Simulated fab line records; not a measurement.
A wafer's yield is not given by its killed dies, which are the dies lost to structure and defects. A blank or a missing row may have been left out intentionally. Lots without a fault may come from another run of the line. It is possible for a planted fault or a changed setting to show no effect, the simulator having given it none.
fab line records	flow n5Finfet
record lots=4	wafers=12	lastDay=17
route steps=1938 shown SD_EPI_P@309 SD_ACTIVATION@330 ILD0@335 SDB@347 MOL_CONTACT_COAG@538 BEOL_M4@1111 PASSIVATION@1936
lots that met no fault: from a run of the same line without faults
startH: hours from the record's opening day to when the first of the lot's shown wafers began	waitH: hours from the lot's prior step to this one	" the same as in the row above	L1.1+2: several wafers, shown together as one row	- no value present, or no start provided	* or withheld: withheld	< > ~ a bound
route shown NAME@n: names a module that has steps shown in the file, with the first one's number in the route	usual: mean/standard deviation taken from wafers without a fault	same: alike in all rows	chamber/n: place in a boat	sites: readings site by site	_std_site: standard deviation of those values	_edge_site: mean of outer sites minus mean of inner sites	radiusMm: for every site, how far away it sits from the centre of the wafer	mask NAME#n: copy n	behind: the most recent tool/chamber to have shaped the wafer	hold: the reason the lot was held/the length of the hold in hours/how it ended	device: transistor that didn't switch, given as n, p or np	end of line: tests run on the same wafers once the route is complete	where a step has no rows: the recipe by itself	killed: at the first sort, the dies lost to defects and structure; wafer yield is something else	map: shows each die of a wafer: x if killed, . if not, _ if none is there
set.NAME: the setting the step ran with; set.NAME@STEP: the setting that earlier step ran with	model.NAME: the simulator's own value behind a step, which no gauge read
lots at some steps of the route; a table a step, a row a wafer
services: from which hour (startH, from the record's first day; less than 0 if before it) a tool's chamber was out of use, for how many hours, and why
## steps
# step N5_SD_EPI_P_STRIP_38
# recipe chemistry=N2/H2	tempC=40	n2FlowSccm=200	h2FlowSccm=200	rfFrequencyHz=6e+07
# step N5_SD_EPI_P_ETCHBACK_46
# recipe chemistry=CH3F/O2	mode=anisotropicEtchback	target=SiNx	targetDepthA=175	stopOn=SiO2	overEtchFrac=0.3	ionEnergyEv=120	pressureMtorr=30	sourceW=395	biasW=73	Ar_flow_sccm=150	CH3F_flow_sccm=30	O2_flow_sccm=20
# step N5_SD_EPI_P_ETCH_47
# recipe chemistry=CH3F/O2	target=SiOCN	targetDepthA=250	maskMaterial=SOC	ionEnergyEv=60	biasW=29	pressureMtorr=30	sourceW=410	Ar_flow_sccm=150	CH3F_flow_sccm=30	O2_flow_sccm=20
# step N5_SD_EPI_P_ETCH_16
# recipe chemistry=CHF3/O2	target=SiO2	targetDepthA=50	maskMaterial=SOC	pressureMtorr=30	sourceW=650	biasW=170	Ar_flow_sccm=200	CHF3_flow_sccm=50	O2_flow_sccm=5	ionEnergyEv=200
# step N5_SD_EPI_P_STRIP_50
# recipe chemistry=CHF3/O2	resist=SiARC	rfFrequencyHz=6e+07
# step N5_SD_EPI_P_SD_RECESS_17
# recipe chemistry=HBr/Cl2/O2	targetDepthA=391	btTimeS=3	pressureMtorr=10	icpW=800	biasW=112	HBr_flow_sccm=150	Cl2_flow_sccm=80	O2_flow_sccm=12
# step N5_SD_EPI_P_WET_ETCH_45
# recipe chemistry=dHF	dilution=withheld	timeS=10.7	target=SiO2	targetDepthA=20	tempC=25	dry=ipaMarangoni	rinseTimeS=30	rinseTempC=23
# step N5_SD_EPI_P_STRIP_40
# recipe chemistry=N2/H2	powerW=1000	tempC=250	h2Frac=0.65	overashFraction=0.3	pressureMtorr=withheld	n2FlowSccm=1750	h2FlowSccm=3250
# step N5_SD_EPI_P_PRECLEAN_52
# recipe chemistry=O3/DIW	timeS=60	tempC=22	o3Ppm=10
# step N5_SD_EPI_P_SRD_20
# recipe dry=ipaMarangoni	doPpb=5	timeS=30	tempC=23	rinseLiquid=diw
# step N5_SD_EPI_P_PRECLEAN_51
# recipe chemistry=NF3:NH3	afsCycles=1	tempC=30	timeS=20	sublimationTempC=180	sublimationTimeS=60	pressureTorr=3	rfPowerW=30
# step N5_SD_EPI_P_VAPOR_ETCH_44
# recipe chemistry=NF3/Ar	target=SiGe30	tempC=25	timeS=3.3	mode=isotropic
# step N5_SD_EPI_P_EPI_21
# recipe material=SiGe:B	dopant=B	tempC=550	pressureTorr=20	ambient=H2	timeS=355
# usual epiGrowthTimeS=355/0
lot.wafer	tool	chamber	startH	waitH	epiGrowthTimeS	model.SiGe-B_of_SD_EPI_P_EPI_21.thkNm
L647.2	epiRpcvd-01	0	74.07	0.5	355	62
L647.3	"	0	"	"	355	61.2
L647.5	"	0	"	"	355	61.6
L662.1	epiRpcvd-01	0	165.27	0.1	259.55	48.2
L662.3	"	0	"	"	355	61.4
L662.6	"	0	167.67	2.4	259.55	48.4
L664.1	epiRpcvd-01	0	177.28	0.2	259.55	48.8
L664.2	"	0	"	"	355	62
L664.4	"	0	"	"	259.55	48.8
L665.1	epiRpcvd-03	0	180.87	0.2	355	60.4
L665.2	"	0	"	"	355	60.4
L665.4	"	0	"	"	355	60.6
# step N5_SD_EPI_P_EPI_MEAS_23
# recipe mode=xrd
# usual thkNm=60.9/1.2
lot.wafer	tool	chamber	startH	waitH	thkNm
L647.2	filmMetro-02	-	75.91	1.5	62.1
L647.3	"	-	"	"	61.3
L647.5	"	-	"	"	62.4
L662.1	filmMetro-01	-	168.21	2.5	47.1
L662.3	"	-	"	"	61.3
L662.6	"	-	"	"	48.8
L664.1	filmMetro-01	-	180.20	2.4	49.7
L664.2	"	-	"	"	60.8
L664.4	"	-	"	"	49.7
L665.1	filmMetro-02	-	183.78	2.4	60.7
L665.2	"	-	"	"	60.1
L665.4	"	-	"	"	61.8
# step N5_SD_EPI_P_HM_STRIP_48
# recipe chemistry=H3PO4	tempC=160	material=SiNx	target=SiNx	targetDepthA=30	overetchFraction=0.3
# step N5_SD_EPI_P_SRD_49
# recipe dry=ipaMarangoni	timeS=30	tempC=23	rinseLiquid=diw
# step N5_SD_EPI_P_PRECLEAN_24
# recipe chemistry=O3/DIW	timeS=45	tempC=22	o3Ppm=10
# step N5_SD_EPI_P_PRECLEAN_32
# recipe chemistry=dHF	timeS=10	dilution=500:1	tempC=25
# step N5_SD_EPI_P_PRECLEAN_33
# recipe chemistry=SC2	timeS=45	tempC=35	mix=1:1:50
# step N5_SD_EPI_P_SRD_25
# recipe timeS=30	tempC=23	rinseLiquid=diw	dry=ipaMarangoni
# step N5_SD_ACTIVATION_RTA_00
# recipe tempC=975	timeS=0	ambient=N2	idleTempC=600	rampUpCPerS=150	rampDownCPerS=60	coolToC=600
# step N5_SD_ACTIVATION_LSA_01
# recipe tempC=1080	timeS=0.0008	ambient=N2
# step N5_SD_ACTIVATION_RS_MEAS_03
# recipe thkMeasGauge=four-point-probe
# usual RS_SD_N=21.9/0.35	RS_SD_P=56.3/0.88
lot.wafer	tool	chamber	startH	waitH	RS_SD_N[ohm/sq]	RS_SD_P[ohm/sq]
L647.2	filmMetro-02	-	76.62	0.2	21.7	55.3
L647.3	"	-	"	"	21.7	55.6
L647.5	"	-	"	"	21.4	55.6
L662.1	filmMetro-01	-	168.92	0.2	21.8	70.9
L662.3	"	-	"	"	22.0	55.7
L662.6	"	-	"	"	21.8	71.0
L664.1	filmMetro-01	-	180.80	0.2	22.7	72.1
L664.2	"	-	"	"	22.5	56.3
L664.4	"	-	"	"	22.5	71.9
L665.1	filmMetro-02	-	184.39	0.2	22.2	57.2
L665.2	"	-	"	"	21.9	56.5
L665.4	"	-	"	"	22.1	56.9
# step N5_ILD0_LINER_00
# recipe material=SiNx	targetThkA=40	tempC=400	aldPrecursorFamily=SiH2I2	aldCoReactant=N2/H2-plasma	pulseTimeS=1	purgeTimeS=2	coReactantPurgeTimeS=2	aldCycles=80	pressureTorr=2
# step N5_ILD0_FCVD_FILL_01
# recipe material=SiO2_flowable	targetThkA=2000	tempC=100	pressureTorr=0.8	rfW=2000	timeS=328.3
# step N5_ILD0_CURE_02
# recipe tempC=450	timeS=1800	ambient=steam	idleTempC=400	rampUpCPerMin=5	rampDownCPerMin=3	densificationPH2oTorr=640
# step N5_ILD0_CMP_03
# recipe stopOn=SiNx	tOverpolishS=1.9	postCmpClean=alkalineBrush	downForcePsi=4.1491	platenRpm=51.796	padVelocityMS=1.0306	targetThkNm=197.38
# step N5_ILD0_CMP_07
# recipe stopOn=poly-Si	material=SiO2_flowable	tOverpolishS=1.18	postCmpClean=alkalineBrush	downForcePsi=4.1491	platenRpm=51.796	padVelocityMS=1.0306	targetThkNm=138.88
# step N5_ILD0_PRECLEAN_10
# recipe chemistry=NF3:NH3	afsCycles=5	timeS=20	tempC=30	sublimationTempC=180	sublimationTimeS=60	pressureTorr=3	rfPowerW=30
# step N5_ILD0_ALD_15
# recipe material=SiNx	targetThkA=240	tempC=400	aldPrecursorFamily=SiH2I2	aldCoReactant=N2/H2-plasma	pulseTimeS=1	aldCycles=480	purgeTimeS=2	coReactantPurgeTimeS=2	pressureTorr=2
# step N5_ILD0_CMP_12
# recipe stopOn=poly-Si	material=SiNx	tOverpolishS=6	postCmpClean=alkalineBrush	downForcePsi=2.5	platenRpm=51.8	padVelocityMS=1.0307	targetThkNm=17.67
# step N5_SDB_HM_DEP_00
# recipe material=SiNx	targetThkA=400	tempC=400	precursor=SiH4/NH3/N2	pressureTorr=1.5	rfW=300	timeS=35.3
# step N5_SDB_COAT_03
# recipe resist=SOC	tempC=250	timeS=60	spinRpm=1500	resistThkNm=100
# step N5_SDB_COAT_04
# recipe resist=SiARC	tempC=220	timeS=60	spinRpm=1500	resistThkNm=18
# step N5_SDB_COAT_05
# recipe resist=CAR-ArF	spinRpm=1500	resistThkNm=90
# step N5_MOL_CONTACT_COAG_ETCH_110
# recipe chemistry=CF4/O2	target=Si	targetDepthA=25	timeS=8	pressureMtorr=100	sourceW=200	biasW=12	ionEnergyEv=60	Ar_flow_sccm=100	cf4FlowSccm=100	O2_flow_sccm=10
# usual drypumpMotorCurrentA=5.7/0.43	oesProductAu=0.80/0.082	rfVppV=128.0/3	showerheadPlenumPTorr=2.22/0.067	throttleValvePct=10.79/0.28
# same timeS=8
lot.wafer	tool	chamber	startH	waitH	drypumpMotorCurrentA	oesProductAu	rfHoursCounterH	rfVppV	showerheadPlenumPTorr	throttleValvePct	model.SiGe-B_of_SD_EPI_P_EPI_21.thkNm
L647.2	rieDiel-02	1	105.81	0.0	6.1	0.80	93	125.5	2.24	10.74	59
L647.3	"	2	"	"	5.7	0.91	17	127.5	2.18	10.51	58.2
L647.5	"	3	"	"	5.1	0.87	-	128.4	2.27	10.50	58.6
L662.1	rieDiel-03	1	199.29	0.0	6.2	0.72	237	128.3	2.21	11.34	45.8
L662.3	"	0	"	"	5.4	0.70	242	129.9	2.11	11.01	58.4
L662.6	"	1	"	"	6.2	0.71	-	128.6	2.21	11.35	46
L664.1	rieDiel-06	0	213.78	0.0	5.8	0.70	226	128.3	2.19	10.84	46.4
L664.2	"	1	"	"	5.3	0.70	210	124.6	2.29	11.12	59
L664.4	"	3	"	"	4.9	0.88	-	124.4	2.17	10.72	46.4
L665.1	rieDiel-03	0	215.04	0.0	5.4	0.69	247	129.8	2.11	11.03	57.4
L665.2	"	2	"	"	5.5	0.76	144	133.2	2.31	10.84	57.4
L665.4	"	3	"	"	6.2	0.84	92	124.1	2.25	10.57	57.6
# step N5_BEOL_M4_RC_MEAS_101
# usual DIBL_N=36.8/2.1	DIBL_P=37.1/2.2	IOFF_N=0.18/0.037	IOFF_P=0.23/0.041	ION_N=682/13	ION_P=467/8.6	REXT_P=101.2/2.6	RS_SD_P=66.2/1	SS_N=71.7/0.61	SS_P=73.5/0.6	VT_N=248/3.4	VT_P=-249/3.5	VT_P_LVT=-98/3.4
lot.wafer	tool	chamber	startH	waitH	DIBL_N[mV/V]	DIBL_P[mV/V]	IOFF_N[nA/um]	IOFF_P[nA/um]	ION_N[uA/um]	ION_P[uA/um]	REXT_P[ohm.um]	RS_SD_P[ohm/sq]	SS_N[mV/dec]	SS_P[mV/dec]	VT_N[mV]	VT_P[mV]	VT_P_LVT[mV]
L647.2	prober-02	0	182.50	0.2	36.2	36.3	0.16	0.21	659	453	101.3	64.6	71.0	73.0	248	-250	-100
L647.3	"	0	"	"	38.0	38.2	0.20	0.24	702	469	101.6	65.7	71.2	74.3	245	-247	-99
L647.5	"	0	"	"	36.8	36.6	0.17	0.21	675	458	101.1	65.6	71.2	73.3	248	-253	-101
L662.1	prober-02	0	272.56	0.0	34.5	35.5	0.13	0.15	668	440	114.2	84.2	72.1	72.7	251	-259	-106
L662.3	"	0	"	"	33.6	33.3	0.12	0.17	674	463	104.8	65.9	71.5	73.3	252	-254	-100
L662.6	"	0	"	"	33.9	34.5	0.13	0.15	682	448	113.2	84.1	70.9	72.6	251	-258	-106
L664.1	prober-02	0	294.46	0.0	36.7	36.3	0.16	0.15	672	434	107.3	85.2	72.0	73.0	253	-259	-110
L664.2	"	0	"	"	34.5	34.7	0.14	0.19	665	464	96.8	66.3	70.5	73.2	250	-255	-103
L664.4	"	0	"	"	35.5	36.2	0.16	0.15	685	443	108.1	84.4	71.5	73.2	247	-259	-109
L665.1	prober-01	0	302.47	0.0	35.6	38.4	0.16	0.25	682	473	98.5	66.5	71.1	72.8	251	-244	-93
L665.2	"	0	"	"	36.1	37.9	0.17	0.25	683	472	100.5	66.7	71.7	73.4	249	-245	-94
L665.4	"	0	"	"	36.7	38.8	0.18	0.26	686	473	99.5	66.7	71.6	73.9	246	-245	-93
# step N5_PASSIVATION_PROBE_49
# usual defectLimitedYield=91.0/1.4	killed_at_M0_to_M3=35/10	killed_at_M4_up=13/6	killedAtContacts=13/6.4	killedAtFrontEnd=42/12	killedAtOther=3.2/2.4	killedDies=107/17	killedOpen=69/13	killedShort=33/7.3	sort_bin_5_function=5.3/0.92	sort_bin_6_memory=3.3/0.66	sort_bin_8_speed=0.00/0.035	sortNPass=1073/17	sortYieldPct=90.9/1.4
# same grossDies=1180	killedAtBackSide=0	sort_bin_4_leakage[%]=0
lot.wafer	tool	chamber	startH	waitH	defectLimitedYield[%]	killed_at_M0_to_M3	killed_at_M4_up	killedAtContacts	killedAtFrontEnd	killedAtOther	killedDies	killedOpen	killedShort	sort_bin_5_function[%]	sort_bin_6_memory[%]	sort_bin_8_speed[%]	sortNPass	sortYieldPct[%]
L647.2	prober-01	-	283.28	0.1	92.1	27	18	8	38	2	93	57	32	4.4	3.5	0	1087	92.1
L647.3	prober-01	-	283.33	0.1	92.1	38	11	4	38	2	93	47	43	4.5	3.1	0	1087	92.1
L647.5	prober-01	-	283.43	0.2	90.8	23	28	3	52	2	108	76	30	4.8	4.2	0	1072	90.8
L662.1	prober-02	-	378.91	0.0	90.8	51	17	6	25	9	108	75	32	5.9	3.1	0.93	1061	89.9
L662.3	prober-02	-	379.01	0.1	91.6	40	9	21	28	1	99	63	35	5.8	2.4	0	1081	91.6
L662.6	prober-02	-	379.16	0.3	92.4	39	6	11	32	2	90	55	32	4.4	2.9	0	1090	92.4
L664.1	prober-01	-	398.27	0.0	90.3	40	12	14	47	2	115	68	42	5.6	3.6	2.03	1041	88.2
L664.2	prober-01	-	398.32	0.1	92.5	14	12	20	37	5	88	60	27	4.4	2.8	0	1092	92.5
L664.4	prober-01	-	398.42	0.2	91.2	30	16	18	35	5	104	75	28	5.0	3.4	0	1076	91.2
L665.1	prober-01	-	404.93	0.0	91.4	41	17	12	30	2	102	65	34	5.1	3.2	0	1078	91.4
L665.2	prober-01	-	404.98	0.1	92.1	26	17	13	37	0	93	67	26	3.7	3.8	0	1087	92.1
L665.4	prober-01	-	405.08	0.2	90.2	44	10	14	48	0	116	79	33	5.7	3.6	0	1064	90.2
# killed by level:class
L647.2 STI_FIN_REVEAL:geometricParticle:open=10 FIN_SAQP:geometricParticle:short=6 BEOL_M4:geometricParticle:open=6 BEOL_M0_SAQP:geometricParticle:open=5 BEOL_M1:geometricParticle:open=5 MOL_CONTACT_COAG:geometricParticle:open=4 BEOL_M2:geometricParticle:open=4 BEOL_M3:geometricParticle:open=4
L647.3 FIN_SAQP:geometricParticle:short=8 BEOL_M0_SAQP:geometricParticle:open=8 BEOL_M0_SAQP:geometricParticle:short=8 GATE_CUT:geometricParticle:short=6 BEOL_M3:geometricParticle:open=6 STI_FIN_REVEAL:geometricParticle:open=5 BEOL_M4:geometricParticle:open=5 STI_FIN_REVEAL:geometricParticle:short=4
L647.5 BEOL_M4:geometricParticle:open=17 FIN_SAQP:geometricParticle:open=12 GATE_CUT:geometricParticle:short=11 BEOL_M0_SAQP:geometricParticle:open=10 STI_FIN_REVEAL:geometricParticle:open=6 GATE_CUT:geometricParticle:open=6 DUMMY_GATE:geometricParticle:open=4 STARTING-WAFER:geometricParticle:short=4
L662.1 BEOL_M3:geometricParticle:open=13 BEOL_M0_SAQP:geometricParticle:short=11 BEOL_M2:geometricParticle:open=8 BEOL_M4:geometricParticle:open=8 BEOL_M0_SAQP:geometricParticle:open=7 STI_FIN_REVEAL:geometricParticle:open=6 FIN_SAQP:geometricParticle:open=5 MOL_CONTACT_COAG:geometricParticle:open=5
L662.3 MOL_CONTACT_COAG:geometricParticle:open=17 BEOL_M0_SAQP:geometricParticle:short=14 STI_FIN_REVEAL:geometricParticle:open=9 BEOL_M3:geometricParticle:open=9 BEOL_M1:geometricParticle:short=6 STARTING-WAFER:geometricParticle:open=6 DUMMY_GATE:geometricParticle:open=4 BEOL_M0_SAQP:geometricParticle:open=4
L662.6 BEOL_M0_SAQP:geometricParticle:short=14 MOL_CONTACT_COAG:geometricParticle:open=11 BEOL_M0_SAQP:geometricParticle:open=10 FIN_SAQP:geometricParticle:open=6 BEOL_M2:geometricParticle:open=5 FIN_SAQP:geometricParticle:short=4 BEOL_M1:geometricParticle:open=4 GATE_CUT:geometricParticle:short=3
L664.1 MOL_CONTACT_COAG:geometricParticle:open=12 BEOL_M1:geometricParticle:open=12 FIN_SAQP:geometricParticle:short=11 FIN_SAQP:geometricParticle:open=10 STI_FIN_REVEAL:geometricParticle:open=8 BEOL_M1:geometricParticle:short=6 BEOL_M2:geometricParticle:open=6 BEOL_M0_SAQP:geometricParticle:short=5
L664.2 MOL_CONTACT_COAG:geometricParticle:open=15 STI_FIN_REVEAL:geometricParticle:open=12 BEOL_M4:geometricParticle:open=9 STARTING-WAFER:geometricParticle:open=6 STI_FIN_REVEAL:geometricParticle:short=5 DUMMY_GATE:geometricParticle:short=5 MOL_CONTACT_COAG:geometricParticle:short=5 BEOL_M2:geometricParticle:open=4
L664.4 STI_FIN_REVEAL:geometricParticle:open=13 MOL_CONTACT_COAG:geometricParticle:open=13 BEOL_M2:geometricParticle:open=13 DUMMY_GATE:geometricParticle:open=9 BEOL_M1:geometricParticle:open=7 MOL_CONTACT_COAG:geometricParticle:short=5 BEOL_M4:geometricParticle:short=5 GATE_CUT:geometricParticle:short=3
L665.1 BEOL_M0_SAQP:geometricParticle:open=19 BEOL_M0_SAQP:geometricParticle:short=11 DUMMY_GATE:geometricParticle:open=10 MOL_CONTACT_COAG:geometricParticle:open=9 FIN_SAQP:geometricParticle:short=5 BEOL_M4:geometricParticle:open=5 STARTING-WAFER:geometricParticle:short=4 FIN_SAQP:geometricParticle:open=3
L665.2 MOL_CONTACT_COAG:geometricParticle:open=9 BEOL_M0_SAQP:geometricParticle:open=8 BEOL_M3:geometricParticle:open=8 FIN_SAQP:geometricParticle:open=7 STI_FIN_REVEAL:geometricParticle:open=7 BEOL_M4:geometricParticle:open=7 FIN_SAQP:geometricParticle:short=5 BEOL_M0_SAQP:geometricParticle:short=5
L665.4 FIN_SAQP:geometricParticle:open=22 BEOL_M0_SAQP:geometricParticle:open=18 BEOL_M0_SAQP:geometricParticle:short=14 MOL_CONTACT_COAG:geometricParticle:open=11 DUMMY_GATE:geometricParticle:open=8 FIN_SAQP:geometricParticle:short=6 BEOL_M4:geometricParticle:open=4 MOL_CONTACT_COAG:geometricParticle:short=3
# map L662.1 (x killed, . not)
_________________............________________
______________.................._____________
___________..........x.............__________
__________................x........._________
________.x....x.x....................x_______
_______.........x......x...............______
______.x.................x...xx........._____
_____...................x.......x........____
____x....x...x.....x.....x................___
___...................x..............xx....__
___xx..x...x......x...........x........x...__
__..........x............x.....xx.....x....._
__.................x..x...........x....x...._
_..x.....x.............................xx.x..
_.......x................x...................
_.....x......x......x..x.........x...........
_......................xx..x.x....x.x..x.....
_..................x......................xx.
_.........................x....x.....x...x...
_.....x......x.x......x..............x.......
_.x...x........x.......x..x..................
__............x......x...xx.........x......._
__.........................x................_
___.........x......x.x........x............__
___...........................xx...........__
____..............x......x......x.x.......___
_____......x.x.....x........x............____
______..............x.....x............._____
_______.........x.............x........______
________.....x.............x.........._______
__________..x........x.........x...._________
___________.....x.....x..x.........__________
______________...............x.._____________
_________________.........x..________________
# map L664.1 (x killed, . not)
_________________.....x.x....________________
______________x...........x....x_____________
___________.......x................__________
__________........x..x.........x...x_________
________..x..x.....x...............x.._______
_______.........x................x...x.______
______.................................._____
_____....x.......x...x....x..............____
____.............x.x.......xx......x......___
___..........................x.x...........__
___.......x....x..........x......x.........__
__.xx.........xx....x.x....x..........x....x_
__.................x....x...x..x............_
_.......x..x..........x......................
_.................................x..........
_x......................x........x..x........
_x.x......x...........................x......
_....x....................x.............x.x..
_..x............x........x..............x....
_.x..........x...............................
_............x.............x.............x...
__..............x..x......................x._
__.................x.x.x....x....x.........._
___.x..x.........x..........x........x.....__
___.........x.x......................x.....__
____.....x..x.....xx........x..........x..___
_____................x....x.....x......x.____
______..x..xx........x.x..x...........x._____
_______...x......x......x..............______
________.......................x.x..x._______
__________...xx.x.....x............._________
___________x.......................__________
______________.................._____________
_________________..........x.________________
## services
tool	chamber	startH	hours	kind
rieDiel-06	2	63.61	-	clean
rieDiel-06	2	63.61	-	consumableReplace:focusRing
rieDiel-06	2	63.61	-	consumableReplace:showerhead
rieDiel-06	2	63.61	36.8	scheduledDown
rieDiel-06	2	63.61	36.8	ventCycle
epiRpcvd-03	-	88.18	2.8	pm
rieDiel-06	3	100.73	-	clean
rieDiel-06	3	100.73	-	consumableReplace:focusRing
rieDiel-06	3	100.73	17.1	scheduledDown
rieDiel-06	3	100.73	17.1	ventCycle
rieDiel-02	0	101.98	-	clean
rieDiel-02	0	101.98	-	consumableReplace:focusRing
rieDiel-02	0	101.98	18.6	scheduledDown
rieDiel-02	0	101.98	18.6	ventCycle
rieDiel-06	1	126.45	1.2	repair
rieDiel-06	-	178.23	14.6	pm
rieDiel-06	2	210.88	4.2	repair
## key
firstSign step=N5_SD_EPI_P_EPI_21	reading=epiGrowthTimeS	direction=down	sigmas=99+	usual=*	struck=*
effect step=N5_SD_EPI_P_EPI_MEAS_23	reading=thkNm	direction=down	sigmas=9.7	usual=*	struck=*
effect step=N5_SD_ACTIVATION_RS_MEAS_03	reading=RS_SD_P	direction=up	sigmas=17	usual=56.3	struck=71.5
effect step=N5_BEOL_M4_RC_MEAS_101	reading=RS_SD_P	direction=up	sigmas=18	usual=66.2	struck=84.5
effect step=N5_BEOL_M4_RC_MEAS_101	reading=REXT_P	direction=up	sigmas=3.7	usual=101.2	struck=110.7
effect step=N5_BEOL_M4_RC_MEAS_101	reading=ION_P	direction=down	sigmas=3	usual=467	struck=441
effect step=N5_BEOL_M4_RC_MEAS_101	reading=VT_P_LVT	direction=down	sigmas=2.9	usual=-98	struck=-108
effect step=N5_BEOL_M4_RC_MEAS_101	reading=VT_P	direction=down	sigmas=2.7	usual=-249	struck=-258
effect step=N5_BEOL_M4_RC_MEAS_101	reading=IOFF_P	direction=down	sigmas=1.8	usual=0.23	struck=0.15
effect step=N5_PASSIVATION_PROBE_49	reading=sort_bin_8_speed	direction=up	sigmas=8.7	usual=0.00	struck=0.74	wafersMoved=2
modelEffect step=N5_SD_EPI_P_EPI_21	value=SiGe-B_of_SD_EPI_P_EPI_21.thkNm	without=61.2	struck=48.55
modelEffect step=N5_MOL_CONTACT_COAG_ETCH_110	value=SiGe-B_of_SD_EPI_P_EPI_21.thkNm	without=58.25	struck=46.15
metAt N5_SD_EPI_P_EPI_21
struckWafers L662.1,L662.6,L664.1,L664.4
onsetBetween 74.07 165.27
fault kind=processParameterDrift	tool=epiRpcvd-01	chamber=-	onsetH=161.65	steps=N5_SD_EPI_P_EPI_21	channel=epiGrowthTimeS	offset=*	shape=step	endH=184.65	scope=struckWafersOnly	actsIn=*	stated=*
